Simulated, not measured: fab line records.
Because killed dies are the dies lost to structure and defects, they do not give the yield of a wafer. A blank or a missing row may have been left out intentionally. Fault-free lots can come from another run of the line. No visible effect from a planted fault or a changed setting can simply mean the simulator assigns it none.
Which tool is to blame? -- flow nand_harc -- 72 wafers from 24 lots sampled at 4 of the route's 1159 steps

WHAT THE GAUGES READ, wafer by wafer
NHARC_A_ONON_D1_THK_MEAS_34: measures by ellipsometry.
lot,measured,on,thk_nm (nm)
L074,day 7 23:54,film_metro-01,197.4 201.2 204.2
L076,day 8 08:53,film_metro-01,200.3 198.1 203.7
L075,day 8 09:06,film_metro-02,200.3 203.0 203.9
L077,day 8 16:17,film_metro-01,199.1 201.5 201.7
L078,day 8 16:17,film_metro-02,201.3 201.4 202.7
L080,day 9 11:46,film_metro-01,201.0 201.1 202.4
L079,day 9 12:02,film_metro-01,200.1 200.8 200.6
L081,day 9 22:44,film_metro-02,201.0 200.7 203.6
L082,day 9 22:22,film_metro-01,197.3 199.7 200.7
L083,day 9 22:38,film_metro-01,197.8 199.5 203.5
L085,day 10 14:12,film_metro-02,199.1 200.1 200.5
L084,day 10 14:12,film_metro-01,196.5 199.0 200.5
L086,day 11 08:02,film_metro-01,201.9 205.2 204.8
L087,day 11 07:45,film_metro-01,199.3 197.8 198.9
L088,day 11 23:26,film_metro-01,199.4 198.9 201.7
L089,day 11 23:34,film_metro-02,196.7 197.8 204.7
L090,day 12 02:55,film_metro-01,195.9 195.7 199.8
L092,day 12 02:58,film_metro-02,202.1 199.9 204.4
L091,day 12 03:12,film_metro-02,195.5 199.2 202.8
L093,day 12 13:53,film_metro-02,203.7 196.0 199.1
L094,day 13 00:14,film_metro-02,200.1 198.7 202.4
L095,day 13 07:17,film_metro-01,199.6 202.9 202.6
L097,day 13 07:34,film_metro-01,200.2 199.7 196.2
L096,day 13 12:55,film_metro-01,199.2 203.2 201.3

NHARC_A_ONON_D1_INSPECT_32.
lot,measured,on,raw_defect_count
L074,day 7 23:59,defect_inspect-02,65 86 90
L076,day 8 08:57,defect_inspect-02,59 122 69
L075,day 8 09:10,defect_inspect-02,63 73 75
L077,day 8 16:22,defect_inspect-01,59 65 92
L078,day 8 16:20,defect_inspect-02,49 50 86
L080,day 9 11:50,defect_inspect-02,95 58 46
L079,day 9 12:07,defect_inspect-02,59 102 73
L081,day 9 22:49,defect_inspect-02,67 63 100
L082,day 9 22:27,defect_inspect-01,75 111 98
L083,day 9 22:43,defect_inspect-02,92 81 99
L085,day 10 14:16,defect_inspect-01,60 65 78
L084,day 10 14:16,defect_inspect-02,52 81 88
L086,day 11 08:05,defect_inspect-02,68 45 86
L087,day 11 07:50,defect_inspect-02,91 73 117
L088,day 11 23:30,defect_inspect-01,55 43 67
L089,day 11 23:40,defect_inspect-02,77 62 37
L090,day 12 02:59,defect_inspect-02,129 96 121
L092,day 12 03:04,defect_inspect-01,74 83 77
L091,day 12 03:17,defect_inspect-01,53 95 53
L093,day 12 13:56,defect_inspect-02,86 53 52
L094,day 13 00:20,defect_inspect-02,64 46 40
L095,day 13 07:22,defect_inspect-02,70 34 74
L097,day 13 07:37,defect_inspect-02,49 57 74
L096,day 13 13:00,defect_inspect-01,91 79 50

NHARC_A_CHANNEL_HOLE_D1_CD_MEAS_18.
lot,measured,on,cd_nm (nm)
L074,day 8 04:34,cd_sem-02,101.9 101.4 98.6
L076,day 8 14:11,cd_sem-01,98.3 97.8 99.2
L075,day 8 15:47,cd_sem-01,98.3 99.8 100.9
L077,day 8 22:38,cd_sem-03,96.9 97.8 96.9
L078,day 8 21:25,cd_sem-03,98.6 99.9 98.4
L080,day 9 16:14,cd_sem-01,96.8 101.7 97.4
L079,day 9 16:31,cd_sem-02,98.6 98.0 100.3
L081,day 10 05:20,cd_sem-02,97.8 100.4 97.1
L082,day 10 03:22,cd_sem-02,99.2 101.2 100.4
L083,day 10 04:58,cd_sem-03,99.7 95.9 99.4
L085,day 10 22:19,cd_sem-03,101.1 98.8 99.7
L084,day 10 22:23,cd_sem-01,99.5 102.1 100.7
L086,day 11 12:06,cd_sem-02,101.4 99.5 99.6
L087,day 11 12:04,cd_sem-01,99.9 97.1 100.0
L088,day 12 03:26,cd_sem-01,97.5 100.8 97.4
L089,day 12 03:44,cd_sem-02,101.2 100.1 100.4
L090,day 12 06:52,cd_sem-02,99.2 99.5 99.8
L092,day 12 07:26,cd_sem-02,99.1 100.6 100.0
L091,day 12 08:56,cd_sem-01,100.6 101.2 101.4
L093,day 12 19:00,cd_sem-02,98.6 101.1 99.5
L094,day 13 04:31,cd_sem-03,100.6 99.4 101.0
L095,day 13 15:37,cd_sem-01,95.9 99.3 97.7
L097,day 13 15:42,cd_sem-01,97.5 100.4 99.4
L096,day 13 20:55,cd_sem-02,101.7 99.3 98.8

EACH LOT AND THE TOOL THAT RAN IT (in order: tool; ch and the chambers of the sampled wafers; start)
lot,NHARC_P_BONDPAD_ACTIVATE_29
L074,"rie_diel-11 ch 0,3, day 6 06:50"
L076,"rie_diel-10 ch 0,1,3, day 6 20:26"
L075,"rie_diel-10 ch 1,2,3, day 6 21:04"
L077,"rie_diel-10 ch 0,2,3, day 7 04:22"
L078,"rie_diel-10 ch 0,1,3, day 7 05:58"
L080,"rie_diel-11 ch 0,1, day 7 22:49"
L079,"rie_diel-11 ch 0,2, day 8 01:09"
L081,"rie_diel-10 ch 0,3, day 8 06:01"
L082,"rie_diel-11 ch 0,1, day 8 08:37"
L083,"rie_diel-11 ch 0,1, day 8 09:32"
L085,"rie_diel-10 ch 0,2,3, day 9 00:08"
L084,"rie_diel-10 ch 2,3, day 9 00:49"
L086,"rie_diel-10 ch 1,2, day 9 13:59"
L087,"rie_diel-10 ch 0,1,3, day 9 19:14"
L088,"rie_diel-10 ch 0,1,3, day 10 08:38"
L089,"rie_diel-06 ch 0,2,3, day 10 12:23"
L090,"rie_diel-11 ch 0,1,3, day 10 14:35"
L092,"rie_diel-06 ch 0,2,3, day 10 16:37"
L091,"rie_diel-11 ch 1,3, day 10 16:56"
L093,"rie_diel-10 ch 0,1,3, day 10 23:58"
L094,"rie_diel-10 ch 0,3, day 11 10:49"
L095,"rie_diel-10 ch 0,1,2, day 11 16:26"
L097,"rie_diel-10 ch 1,2,3, day 11 21:26"
L096,"rie_diel-06 ch 1,3, day 11 22:09"
- NHARC_P_BONDPAD_ACTIVATE_29: chemistry N2, time 60 s.

AS READ BY THE TOOLS THEMSELVES (means over the sampled wafers that have a number; for cases with no such wafer, the mark the record gives instead)
NHARC_P_BONDPAD_ACTIVATE_29.
lot,tool,drypump_motor_current_A (A),n2_flow_sccm (sccm),oes_product_au (a.u.),rf_vpp_V (V),showerhead_plenum_p_Torr (Torr)
L074,rie_diel-11,5.6,199.5,1.005,64.2,1.75
L076,rie_diel-10,5.9,200.0,1.003,63.8,1.79
L075,rie_diel-10,5.9,199.2,1.003,63.9,1.79
L077,rie_diel-10,5.9,199.9,0.998,64.3,1.84
L078,rie_diel-10,5.9,200.6,0.995,64.1,1.79
L080,rie_diel-11,6.1,200.2,0.994,64.2,1.83
L079,rie_diel-11,5.4,200.1,1.000,63.9,1.79
L081,rie_diel-10,5.4,200.0,1.002,64.1,1.81
L082,rie_diel-11,6.1,200.4,0.995,64.2,1.83
L083,rie_diel-11,6.1,200.3,0.994,63.6,1.83
L085,rie_diel-10,5.9,199.7,0.999,63.0,1.84
L084,rie_diel-10,5.8,199.8,1.003,64.7,1.85
L086,rie_diel-10,6.3,200.0,0.999,64.8,1.83
L087,rie_diel-10,5.9,200.2,1.004,64.2,1.79
L088,rie_diel-10,5.9,200.0,0.997,63.2,1.79
L089,rie_diel-06,5.6,200.2,0.997,64.0,1.78
L090,rie_diel-11,5.9,200.2,1.001,63.6,1.78
L092,rie_diel-06,5.7,199.9,1.004,64.2,1.78
L091,rie_diel-11,6.2,199.8,0.991,64.1,1.77
L093,rie_diel-10,5.9,199.9,1.003,65.2,1.79
L094,rie_diel-10,6.0,199.4,0.998,64.8,1.84
L095,rie_diel-10,6.4,199.3,1.006,65.2,1.82
L097,rie_diel-10,5.9,200.5,0.996,63.8,1.79
L096,rie_diel-06,5.4,199.8,0.995,64.5,1.87

THE ANSWER, worked out from the rows above alone
Rule: what is usual is taken from the lots themselves. The widest of any qualifying gaps counts: lots, ordered by their means at a reading, are off when they make up no more than a third of the lots, leave a main group of 4 or more, and stand apart from it by 3 or more times the standard deviation of that group's means. A main group is skipped when, at the precision printed for the reading in the tables above, its means are all equal. Also off: a lot with no number at a reading for which 4 or more lots have one. All remaining lots with rows at the step are treated as sound. The gauges are gone through in route order, then the tools' own readings, and for those a lot's mean is taken as printed above. At the first step where some lot is off, the reading lying furthest off is the one used; lots without a number count as furthest.
No lot is off on any of the readings shown, so nothing can be concluded from this.

WHAT WAS PUT IN BY THE SIMULATOR
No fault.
